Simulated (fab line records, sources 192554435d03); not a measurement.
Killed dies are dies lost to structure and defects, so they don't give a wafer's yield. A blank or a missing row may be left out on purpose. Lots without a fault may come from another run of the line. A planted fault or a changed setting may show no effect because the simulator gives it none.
Chamber matching | flow n5_finfet | N5_BEOL_M5_STRIP_19 on rie_diel-05: 4 sister chambers
The step strips in O2. 22 wafers are shown with their chamber, then 11 later ones without.

WAFERS WITH THEIR CHAMBER
wafer  | chamber | showerhead_plenum_p_Torr (Torr) | oes_product_au (a.u.) | drypump_motor_current_A (A)
L075.1 | 0       | 2.16                            | 0.70                  | 6.5
L075.3 | 3       | 2.08                            | 0.69                  | 5.3
L075.5 | 0       | 2.16                            | 0.71                  | 6.5
L076.1 | 2       | 2.03                            | 0.90                  | 5.8
L076.2 | 1       | 2.06                            | 0.69                  | 5.6
L076.3 | 0       | 2.16                            | 0.70                  | 6.5
L076.4 | 3       | 2.08                            | 0.69                  | 5.3
L076.5 | 1       | 2.06                            | 0.69                  | 5.5
L076.6 | 0       | 2.16                            | 0.70                  | 6.5
L077.2 | 3       | 2.08                            | 0.70                  | 5.3
L077.3 | 2       | 2.03                            | 0.90                  | 5.8
L077.4 | 1       | 2.05                            | 0.69                  | 5.6
L081.1 | 1       | 2.05                            | 0.69                  | 5.5
L081.2 | 3       | 2.08                            | 0.68                  | 5.3
L081.3 | 0       | 2.16                            | 0.70                  | 6.5
L081.4 | 2       | 2.03                            | 0.90                  | 5.8
L081.5 | 1       | 2.05                            | 0.69                  | 5.5
L081.6 | 2       | 2.03                            | 0.89                  | 5.8
L083.1 | 3       | 2.08                            | 0.69                  | 5.2
L083.2 | 1       | 2.05                            | 0.69                  | 5.5
L083.3 | 0       | 2.16                            | 0.69                  | 6.5
L082.1 | 1       | 2.05                            | 0.69                  | 5.5

SIGNATURES (means of the wafers above)
reading                  | chamber 0 | chamber 1 | chamber 2 | chamber 3 | scatter within a chamber
showerhead_plenum_p_Torr | 2.1600    | 2.0529    | 2.0300    | 2.0800    | 0.00282
oes_product_au           | 0.7000    | 0.6900    | 0.8975    | 0.6900    | 0.00514
drypump_motor_current_A  | 6.500     | 5.529     | 5.800     | 5.280     | 0.0352
Rule: a wafer's distance from a chamber is the root of the sum, over the readings, of the square of ((its reading less the chamber's mean) divided by the reading's scatter). The wafer belongs to the nearest chamber; if the next one is less than 2 further off, it can't be placed. The scatter: the root of (the sum of the squares of (reading less its chamber's mean) over the shown wafers, divided by (wafers less chambers)).

WAFERS WITHOUT THEIR CHAMBER
wafer  | showerhead_plenum_p_Torr (Torr) | oes_product_au (a.u.) | drypump_motor_current_A (A)
L082.2 | 2.03                            | 0.89                  | 5.7
L082.3 | 2.16                            | 0.69                  | 6.4
L082.4 | 2.16                            | 0.69                  | 6.5
L082.5 | 2.05                            | 0.69                  | 5.5
L082.6 | 2.03                            | 0.90                  | 5.7
L085.1 | 2.16                            | 0.69                  | 6.5
L085.2 | 2.03                            | 0.88                  | 5.8
L085.6 | 2.03                            | 0.88                  | 5.8
L095.1 | 2.15                            | 0.67                  | 6.5
L095.3 | 2.02                            | 0.85                  | 5.7
L095.4 | 2.02                            | 0.84                  | 5.7

WHICH CHAMBER EACH WENT THROUGH
wafer  | from the rows above | in truth
L082.2 | 2                   | 2
L082.3 | 0                   | 0
L082.4 | 0                   | 0
L082.5 | 1                   | 1
L082.6 | 2                   | 2
L085.1 | 0                   | 0
L085.2 | 2                   | 2
L085.6 | 2                   | 2
L095.1 | 0                   | 0
L095.3 | 2                   | 2
L095.4 | 2                   | 2
Placed correctly: 11 of 11. Can't be placed from these rows: 0. Placed wrongly: 0.
